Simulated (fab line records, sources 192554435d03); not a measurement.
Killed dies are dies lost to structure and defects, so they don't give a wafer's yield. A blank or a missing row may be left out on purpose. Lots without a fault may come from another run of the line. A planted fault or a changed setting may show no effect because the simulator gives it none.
fab line records | flow n5_finfet
record lots=7 wafers=39
route steps=1938 shown DUMMY_GATE@237
start_h: hours from the record's first day to the start of the lot's first wafer shown | wait_h: hours since the lot's step before | " the same as in the row above | L1.1+2: a row that stands for several wafers | - no value, or no start given | * or withheld: withheld | < > ~ a bound
route shown NAME@n: a module of which the file shows steps, and the number in the route of the first | usual: mean/standard deviation of fault-free wafers | same: alike in all rows | chamber/n: place in a boat | sites: the reading at each site | _std_site: their standard deviation | _edge_site: outer sites' mean less inner sites' | radius_mm: how far each site lies from the wafer's centre | mask NAME#n: copy n | behind: the tool/chamber that last shaped the wafer | hold: why the lot was held/for how many hours/how that ended | device: the transistor (n, p or np) that didn't switch | end of line: the same wafers' tests at the end of the route | a step without rows: its recipe alone | killed: dies lost to structure and defects at the first sort, not the wafer's yield | map: a wafer's dies, x killed, . not, _ none there
set.NAME: the setting as run; set.NAME@STEP: as run at that earlier step | model.NAME: the simulator's own value behind a step, which no gauge read
lots whose settings were changed on purpose; a table a step, a row a wafer
## steps
# step N5_DUMMY_GATE_ETCH_37
# recipe chemistry=N2/H2 target=SOC target_depth_a=600 overetch_a=300 temp_c=40 ion_energy_ev=200 pressure_mtorr=30 source_w=840 bias_w=150 n2_flow_sccm=200 h2_flow_sccm=200
# usual rf_vpp_V=524/3
# columns lot.wafer tool chamber start_h wait_h set.source_w rf_vpp_V
L074.1 rie_diel-02 2 47.43 0.0 840 519
L074.2 " 3 " " 840 526
L074.3 " 1 " " 840 522
L074.4 " 0 " " 840 523
L074.5 " 1 " " 840 522
L074.6 " 2 " " 840 518
L076.1 rie_diel-02 1 59.25 0.0 898.1 508
L076.2 " 2 " " 898.1 506
L076.3 " 3 " " 840 527
L076.4 " 3 " " 840 526
L076.5 " 1 " " 840 522
L076.6 " 2 " " 898.1 507
L080.1 rie_diel-03 1 91.48 0.0 962.1 502
L080.2 " 3 " " 840 528
L080.3 " 2 " " 962.1 505
L080.4 " 0 " " 840 525
L080.5 " 1 " " 840 526
L080.6 " 0 " " 962.1 503
L081.1 rie_diel-03 0 99.14 0.0 840 524
L081.2 " 3 " " 840 528
L081.3 " 2 " " 715.1 557
L081.4 " 1 " " 715.1 555
L081.5 " 3 " " 715.1 557
L081.6 " 0 " " 840 526
L087.1 rie_diel-02 1 123.65 0.0 979.9 496
L087.2 " 3 " " 840 527
L087.3 " 0 " " 979.9 497
L087.4 " 2 " " 840 518
L087.5 " 3 " " 979.9 500
L087.6 " 2 " " 840 520
L091.1 rie_diel-06 0 147.71 0.0 840 525
L091.5 " 3 " " 840 522
L091.6 " 0 " " 840 524
L097.1 rie_diel-06 0 185.16 0.0 840 524
L097.2 " 2 " " 840 524
L097.3 " 3 " " 840 522
L097.4 " 1 " " 682.6 564
L097.5 " 1 " " 682.6 562
L097.6 " 0 " " 682.6 562
## key
split step=N5_DUMMY_GATE_ETCH_37 setting=source_w stated=840 by=wafer
response step=N5_DUMMY_GATE_ETCH_37 reading=rf_vpp_V change=-1.83 per=1% r=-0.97
